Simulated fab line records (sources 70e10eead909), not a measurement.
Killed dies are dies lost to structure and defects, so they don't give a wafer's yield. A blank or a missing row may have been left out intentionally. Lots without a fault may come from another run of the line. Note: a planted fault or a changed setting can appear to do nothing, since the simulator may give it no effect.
Chamber matching :: flow nandHarc :: NHARC_A_CHANNEL_HOLE_D1_DESCUM_15 on rieDiel-07: 4 sister chambers
The step chemistry O2, time 3 s. 16 wafers are shown with their chamber, then 8 later ones without.

== WAFERS WITH THEIR CHAMBER ==
wafer: L910.2
chamber: 2
drypumpMotorCurrentA (A): 6.4
showerheadPlenumPTorr (Torr): 1.87
oesProductAu (a.u.): 0.989

wafer: L910.3
chamber: 0
drypumpMotorCurrentA (A): 5.4
showerheadPlenumPTorr (Torr): 1.81
oesProductAu (a.u.): 1.001

wafer: L910.4
chamber: 3
drypumpMotorCurrentA (A): 5.2
showerheadPlenumPTorr (Torr): 1.87
oesProductAu (a.u.): 1.014

wafer: L916.1
chamber: 3
drypumpMotorCurrentA (A): 5.2
showerheadPlenumPTorr (Torr): 1.87
oesProductAu (a.u.): 1.022

wafer: L916.3
chamber: 0
drypumpMotorCurrentA (A): 5.4
showerheadPlenumPTorr (Torr): 1.81
oesProductAu (a.u.): 0.995

wafer: L916.6
chamber: 1
drypumpMotorCurrentA (A): 6.4
showerheadPlenumPTorr (Torr): 1.95
oesProductAu (a.u.): 0.996

wafer: L918.1
chamber: 3
drypumpMotorCurrentA (A): 5.2
showerheadPlenumPTorr (Torr): 1.87
oesProductAu (a.u.): 1.019

wafer: L918.2
chamber: 2
drypumpMotorCurrentA (A): 6.3
showerheadPlenumPTorr (Torr): 1.87
oesProductAu (a.u.): 0.987

wafer: L918.5
chamber: 2
drypumpMotorCurrentA (A): 6.4
showerheadPlenumPTorr (Torr): 1.87
oesProductAu (a.u.): 0.985

wafer: L919.3
chamber: 3
drypumpMotorCurrentA (A): 5.2
showerheadPlenumPTorr (Torr): 1.87
oesProductAu (a.u.): 1.024

wafer: L919.5
chamber: 2
drypumpMotorCurrentA (A): 6.4
showerheadPlenumPTorr (Torr): 1.87
oesProductAu (a.u.): 0.981

wafer: L919.6
chamber: 0
drypumpMotorCurrentA (A): 5.4
showerheadPlenumPTorr (Torr): 1.81
oesProductAu (a.u.): 0.989

wafer: L927.1
chamber: 3
drypumpMotorCurrentA (A): 5.2
showerheadPlenumPTorr (Torr): 1.86
oesProductAu (a.u.): 1.001

wafer: L927.5
chamber: 1
drypumpMotorCurrentA (A): 6.4
showerheadPlenumPTorr (Torr): 1.94
oesProductAu (a.u.): 0.995

wafer: L927.6
chamber: 0
drypumpMotorCurrentA (A): 5.4
showerheadPlenumPTorr (Torr): 1.81
oesProductAu (a.u.): 1.001

wafer: L930.1
chamber: 1
drypumpMotorCurrentA (A): 6.4
showerheadPlenumPTorr (Torr): 1.94
oesProductAu (a.u.): 0.992

SIGNATURES (means of the wafers above)
reading: drypumpMotorCurrentA
chamber 0: 5.400
chamber 1: 6.400
chamber 2: 6.375
chamber 3: 5.200
scatter within a chamber: 0.025

reading: showerheadPlenumPTorr
chamber 0: 1.8100
chamber 1: 1.9433
chamber 2: 1.8700
chamber 3: 1.8680
scatter within a chamber: 0.0035

reading: oesProductAu
chamber 0: 0.99650
chamber 1: 0.99433
chamber 2: 0.98550
chamber 3: 1.01600
scatter within a chamber: 0.00633
Rule: for a wafer and a chamber, the distance is found by dividing, reading by reading, the gap between the wafer's reading and the chamber's mean by the reading's scatter, squaring, summing and taking the root. The wafer belongs to the nearest chamber; if the next one is less than 2 further off, it can't be placed. The scatter: the root of (the sum of the squares of (reading less its chamber's mean) over the shown wafers, divided by (wafers less chambers)).

== WAFERS MISSING THEIR CHAMBER ==
wafer: L930.4
drypumpMotorCurrentA (A): 5.4
showerheadPlenumPTorr (Torr): 1.80
oesProductAu (a.u.): 1.005

wafer: L930.5
drypumpMotorCurrentA (A): 5.2
showerheadPlenumPTorr (Torr): 1.86
oesProductAu (a.u.): 0.994

wafer: L931.1
drypumpMotorCurrentA (A): 6.4
showerheadPlenumPTorr (Torr): 1.94
oesProductAu (a.u.): 0.991

wafer: L931.3
drypumpMotorCurrentA (A): 6.4
showerheadPlenumPTorr (Torr): 1.86
oesProductAu (a.u.): 0.989

wafer: L931.4
drypumpMotorCurrentA (A): 6.4
showerheadPlenumPTorr (Torr): 1.94
oesProductAu (a.u.): 0.992

wafer: L932.2
drypumpMotorCurrentA (A): 5.2
showerheadPlenumPTorr (Torr): 1.86
oesProductAu (a.u.): 1.003

wafer: L932.4
drypumpMotorCurrentA (A): 6.4
showerheadPlenumPTorr (Torr): 1.86
oesProductAu (a.u.): 0.995

wafer: L932.5
drypumpMotorCurrentA (A): 5.2
showerheadPlenumPTorr (Torr): 1.86
oesProductAu (a.u.): 0.998

== WHICH CHAMBER EACH WENT THROUGH ==
wafer: L930.4
from the rows above: 0
in truth: 0

wafer: L930.5
from the rows above: 3
in truth: 3

wafer: L931.1
from the rows above: 1
in truth: 1

wafer: L931.3
from the rows above: 2
in truth: 2

wafer: L931.4
from the rows above: 1
in truth: 1

wafer: L932.2
from the rows above: 3
in truth: 3

wafer: L932.4
from the rows above: 2
in truth: 2

wafer: L932.5
from the rows above: 3
in truth: 3
Correctly placed: 8 of 8. Number that these rows cannot place: 0. Placed wrongly: 0.
